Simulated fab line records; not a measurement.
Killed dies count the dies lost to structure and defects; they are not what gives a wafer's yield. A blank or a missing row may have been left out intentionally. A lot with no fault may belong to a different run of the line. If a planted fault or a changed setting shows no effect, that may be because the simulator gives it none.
Struck lot and sound lot, side by side | flow n5 finfet | 14 out of 1938 route steps
Sound: wafers L193.1, L193.2, L193.5. Wafers L197.1, L197.4, L197.5 were the ones struck. The cause comes at the end.
Order at every step that has rows: each side's tool, ch and its chambers, its first start. Under that, the readings that differ: sound wafers | struck wafers | difference of the means | sigmas: that difference in standard deviations of wafers without a fault.
alike: readings with means less than 2 such deviations apart, plus words and numbers identical on both sides. not compared: withheld readings, readings lacking a value on some wafer, bounds such as >300 that could conceal the same value, and numbers that have no deviation in the record and whose values overlap.
Wherever a step has rows on one side only, a row that says differs or no value, or a row with sigmas, the two part there. When numbers do not overlap yet have no deviation, they are printed without sigmas and do not part them. Lack of a reading on every wafer of one side parts them only where that side has two or more wafers.

N5_BEOL_M3_ILD_DEP_00: deposits SiOC from DEMS/O2, target thk 79 nm, time 15.3 s.
  sound on pecvd-04 ch 1,2, day 6 21:08; struck on pecvd-02 ch 0,1, day 8 08:44
  alike: heater power w, showerhead plenum p Torr, showerhead vpp V, throttle valve pct
N5_BEOL_M3_THK_MEAS_01:
  sound: film metro-01 at day 6 21:13; struck: film metro-01 at day 8 08:49
  alike: M3_ILD_THK
N5_BEOL_M3_PECVD_72: deposits SiO2 from TEOS/O2, target thk 16 nm, time 18 s.
  sound on pecvd-02 ch 0,2, day 6 21:15; struck on pecvd-02 ch 1,2, day 8 08:50
  alike: heater power w, showerhead plenum p Torr, showerhead vpp V, throttle valve pct
N5_BEOL_M3_HM_DEP_02: deposits TiN, target thk 20 nm.
  sound: pvd sputter-01 at day 6 22:17; struck: pvd sputter-02 at day 8 11:02
  alike: throttle valve pct
then, 8 steps without rows for these wafers: N5_BEOL_M3_COAT_61 (time 60 s, resist thk 60 nm); N5_BEOL_M3_COAT_62 (time 60 s, resist thk 12 nm); N5_BEOL_M3_COAT_73 (time 60 s, resist thk 5 nm); N5_BEOL_M3_COAT_05 (resist thk 30 nm); N5_BEOL_M3_EBR_07; N5_BEOL_M3_SOFTBAKE_06 (time 60 s); N5_BEOL_M3_EXPOSE_08 (exposes mask M3); N5_BEOL_M3_PEB_09 (peb time 60 s).
N5_BEOL_M3_DEVELOP_10: develop time 30 s.
  sound on litho track-01 ch 0, day 6 22:44; struck on litho track-03, day 8 11:22
  no value came back on the struck wafers for chill plate temp C (C), develop time s (s); on the sound wafers chill plate temp C (C) reads 23.17 23.12 23.12
  reading                                      | sound          | struck     | difference | sigmas
  model.CAR-EUV_of_BEOL_M3_COAT_05.thk nm (nm) | 29.6 29.6 29.6 | 30 29.8 30 | +0         |
N5_BEOL_M3_CD_MEAS_11: target cd 17.05 nm.
  sound on cd sem-03 ch 0, day 6 22:48; struck on cd sem-03 ch 0, day 8 11:25
  reading    | sound             | struck | difference                    | sigmas
  cd nm (nm) | 16.60 17.05 16.99 | - - -  | no value on the struck wafers |

== WHERE THEY PART ==
At N5_BEOL_M3_DEVELOP_10 first; at N5_BEOL_M3_CD_MEAS_11 last (within this record only).

WHY: whatever the simulator had introduced
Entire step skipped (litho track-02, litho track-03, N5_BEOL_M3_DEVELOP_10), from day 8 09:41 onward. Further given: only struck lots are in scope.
